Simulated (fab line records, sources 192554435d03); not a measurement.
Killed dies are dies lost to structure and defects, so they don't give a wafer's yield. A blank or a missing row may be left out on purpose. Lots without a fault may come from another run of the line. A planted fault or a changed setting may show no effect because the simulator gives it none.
Split-lot experiment | flow n5_finfet | 7 lots, 21 wafers read, on a route of 1938 steps

THE SPLIT
At N5_HKMG_FIN_ETCH_58 (etches SOC in N2/H2, target depth 215.8 nm, time 741 s), the setting source_w was moved away from the recipe's 875 W on 8 of the 21 wafers read, by -16.4% to +6.9%. The other wafers ran this setting at the recipe's value.

The reading is taken at the split's own step.

THE READING
rf_vpp_V, in V, at N5_HKMG_FIN_ETCH_58 (etches SOC in N2/H2, target depth 215.8 nm, time 741 s). Fault-free wafers of this fab line usually give 99.4 V, standard deviation 0.93 V.

wafer  | tool, chamber at the split | source_w as run, W | against the recipe | rf_vpp_V, V | against lot-mates on the recipe
L075.1 | rie_diel-06, 2             | 875                | recipe             | 99.1        | -
L075.3 | rie_diel-06, 0             | 763.3              | -12.8%             | 105.4       | +6.2
L075.5 | rie_diel-06, 2             | 875                | recipe             | 99.4        | -
L076.1 | rie_diel-02, 3             | 809.9              | -7.4%              | 102.2       | +2.4
L076.3 | rie_diel-02, 3             | 875                | recipe             | 99.1        | -
L076.4 | rie_diel-02, 2             | 875                | recipe             | 100.6       | -
L077.2 | rie_diel-02, 3             | 875                | recipe             | 97.9        | -
L077.3 | rie_diel-02, 3             | 935.8              | +6.9%              | 97.5        | -0.4
L077.6 | rie_diel-02, 2             | 935.8              | +6.9%              | 98.4        | +0.5
L079.4 | rie_diel-01, 1             | 918.8              | +5.0%              | 96.7        | -3.6
L079.5 | rie_diel-01, 3             | 918.8              | +5.0%              | 95.9        | -4.4
L079.6 | rie_diel-01, 0             | 875                | recipe             | 100.3       | -
L080.1 | rie_diel-06, 2             | 922.9              | +5.5%              | 98.3        | -2.7
L080.3 | rie_diel-06, 1             | 875                | recipe             | 100.5       | -
L080.4 | rie_diel-06, 2             | 875                | recipe             | 101.4       | -
L082.4 | rie_diel-01, 3             | 875                | recipe             | 98.8        | -
L082.5 | rie_diel-01, 3             | 731.9              | -16.4%             | 105.3       | +6.3
L082.6 | rie_diel-01, 0             | 875                | recipe             | 99.2        | -
L088.2 | rie_diel-06, 1             | 875                | recipe             | 98.5        | -
L088.4 | rie_diel-06, 0             | 875                | recipe             | 100.0       | -
L088.5 | rie_diel-06, 1             | 875                | recipe             | 99.8        | -

THE FIT
A straight line over all 21 wafers: rf_vpp_V changes by -0.377 V for each +1% of source_w; r = -0.91; the points scatter about the line by 1 V.
The same after taking each lot's own level away (the mean of its wafers on the recipe; 21 wafers): -0.381 V for each +1%; r = -0.88; scatter 1.2 V.
On that fit, the largest move of source_w shifts the reading by 6.2 V.
The lots' own levels span 97.90 to 100.95 V, that is 3.3 times the standard deviation above.
So the lot-to-lot level changes the slope little: the two slopes agree.
Check: with one of the wafers moved furthest among these (-16.4%) left out of the fit, the line predicts +6.3 V for it against its lot-mates. It came out at +6.3 V against them.
Tool readings at the split's step, against how far the setting was moved: rf_vpp_V r = -0.91.

OTHER SPLITS ON THESE WAFERS
These wafers also went through other splits before the reading. Each is held against what the fit with the lots' levels taken away leaves over:
other split on the same wafers       | wafers away from the commonest value | r with rf_vpp_V (lot level and that fit taken away)
N5_STI_FIN_REVEAL_PRECLEAN_17 time_s | 7                                    | -0.01
N5_SD_EPI_N_COAT_33 spin_rpm         | 8                                    | +0.00
N5_SD_EPI_N_PEB_07 peb_time_s        | 8                                    | +0.04
N5_SDB_EXPOSE_08 dose_mj             | 5                                    | +0.00
N5_HKMG_FIN_ETCH_54 source_w         | 6                                    | -0.16

THE WHOLE CHAIN: every reading that the file lists as answering this split, in the file's order
step                | what it does                                           | reading                                                                         | change (the file's fit)              | r (the file's)
N5_HKMG_FIN_ETCH_58 | etches SOC in N2/H2, target depth 215.8 nm, time 741 s | rf_vpp_V                                                                        | -0.395 V for each +1% of the setting | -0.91
N5_HKMG_FIN_ETCH_58 | etches SOC in N2/H2, target depth 215.8 nm, time 741 s | HKMG_FIN.feature_depth_nm (the simulator's own value, which no gauge read)      | +1.96 nm for each +1% of the setting | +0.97
N5_HKMG_FIN_ETCH_58 | etches SOC in N2/H2, target depth 215.8 nm, time 741 s | SOC_of_HKMG_FIN_COAT_41.thk_nm (the simulator's own value, which no gauge read) | -2 nm for each +1% of the setting    | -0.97
N5_HKMG_FIN_ETCH_58 | etches SOC in N2/H2, target depth 215.8 nm, time 741 s | etch.depth_nm (the simulator's own value, which no gauge read)                  | +1.96 nm for each +1% of the setting | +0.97

THE FILE'S OWN FIT
rf_vpp_V changes by -0.395 V for each +1% of source_w, r = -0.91.
